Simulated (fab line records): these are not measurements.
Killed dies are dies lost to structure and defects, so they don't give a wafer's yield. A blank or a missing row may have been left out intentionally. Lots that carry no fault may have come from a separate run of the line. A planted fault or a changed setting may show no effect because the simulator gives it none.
Matching of chambers	flow n5Finfet	N5_HKMG_FIN_PWFM_ALD_03 on aldMetal-03 has 4 sister chambers
The step deposits TiN, target thk 2 nm, pulse time 1 s, purge time 3 s. 4 wafers are shown with their chamber, then 7 later ones without.

== WAFERS, EACH WITH ITS CHAMBER ==
wafer	chamber	heaterPowerW (W)
L087.3	0	818
L087.5	1	919
L093.1	2	904
L093.2	3	872

== WAFERS WHOSE CHAMBER IS MISSING ==
wafer	heaterPowerW (W)
L093.4	827
L095.1	894
L095.2	843
L095.3	915
L095.4	931
L095.5	826
L095.6	933

== WHICH CHAMBER EACH ONE RAN IN ==
wafer	from the rows above	in truth
L093.4	0	0
L095.1	can't be placed: 2 or 3 or 1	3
L095.2	can't be placed: 0 or 3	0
L095.3	can't be placed: 1 or 2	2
L095.4	can't be placed: 1 or 2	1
L095.5	0	0
L095.6	can't be placed: 1 or 2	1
Correct placement for 2 of the 7. Cannot be placed on the basis of these rows: 5; the candidates contain the true chamber in 5. Wrongly placed: 0.
How it was worked out, from the rows above alone: a wafer's distance from a chamber is the root of the sum, over the readings, of the square of ((its reading less the chamber's mean) divided by the reading's scatter). If the next closest chamber is less than 2 further off than the closest, the wafer can't be placed; otherwise it belongs to the closest. Each chamber's mean is taken over the wafers shown for it. The scatter (one wafer shown for each chamber): square how far every hidden wafer sits from the nearest shown wafer, average those squares and take the square root.
